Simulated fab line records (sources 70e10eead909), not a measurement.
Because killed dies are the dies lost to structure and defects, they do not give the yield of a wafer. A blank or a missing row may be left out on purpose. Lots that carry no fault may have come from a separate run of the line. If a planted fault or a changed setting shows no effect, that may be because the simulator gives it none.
Matching of chambers | flow nand harc | cmp-02 running NHARC_A_DECK1_JOINT_CMP_13: 4 sister chambers
The step polishes, target thk 51.023 nm. 14 wafers are shown with their chamber, then 7 later ones without.

WAFERS, EACH WITH ITS CHAMBER
wafer  | chamber | motor current A (A) | time to endpoint s (s) | slurry flow ml min
L074.1 | 2       | 11.3                | 6                      | 149.3
L074.2 | 1       | 13.9                | 2                      | 150.3
L074.6 | 2       | 11.2                | 5                      | 149.4
L075.1 | 1       | 13.7                | 3                      | 150.0
L075.2 | 2       | 10.5                | 7                      | 149.6
L075.6 | 2       | 11.6                | 9                      | 150.1
L079.2 | 0       | 12.1                | 12                     | 150.2
L079.3 | 2       | 11.4                | 9                      | 150.3
L079.4 | 1       | 13.6                | 7                      | 149.5
L082.1 | 2       | 10.8                | 8                      | 150.0
L082.4 | 3       | 12.2                | 4                      | 150.1
L082.5 | 2       | 11.6                | 6                      | 150.2
L085.2 | 1       | 13.9                | 6                      | 150.1
L085.3 | 0       | 11.7                | 13                     | 150.2

SIGNATURES (means of the wafers above)
reading            | chamber 0 | chamber 1 | chamber 2 | chamber 3 | scatter within a chamber
motor current A    | 11.900    | 13.775    | 11.200    | 12.200    | 0.342
time to endpoint s | 12.50     | 4.50      | 7.14      | 4.00      | 1.8
slurry flow ml min | 150.200   | 149.975   | 149.843   | 150.100   | 0.364
Rule: for each reading, subtract the chamber's mean from the wafer's reading, divide by that reading's scatter and square the result; add these up over the readings and take the root, which gives the wafer's distance from the chamber. The wafer belongs to the nearest chamber; if the next one is less than 2 further off, it can't be placed. How the scatter is found: for the shown wafers, subtract from each reading the mean of its chamber, square and add these, divide the total by (wafers less chambers), then take the root.

WAFERS WITHOUT THEIR CHAMBER
wafer  | motor current A (A) | time to endpoint s (s) | slurry flow ml min
L085.5 | 13.4                | 4                      | 150.4
L091.4 | 11.2                | 7                      | 149.6
L091.5 | 11.3                | 11                     | 149.4
L091.6 | 12.4                | 5                      | 150.4
L096.1 | 11.8                | 11                     | 150.0
L096.4 | 11.9                | 8                      | 151.1
L096.6 | 11.7                | 9                      | 150.2

EACH ONE'S CHAMBER
wafer  | from the rows above          | in truth
L085.5 | can't be placed: 1 or 3      | 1
L091.4 | 2                            | 2
L091.5 | can't be placed: 2 or 0      | 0
L091.6 | 3                            | 3
L096.1 | can't be placed: 0 or 2      | 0
L096.4 | can't be placed: 0 or 3 or 2 | 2
L096.6 | can't be placed: 0 or 2 or 3 | 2
Correct placement for 2 of the 7. Unplaceable from these rows: 5, with the true chamber sitting among the candidates in 5. Placed wrongly: 0.
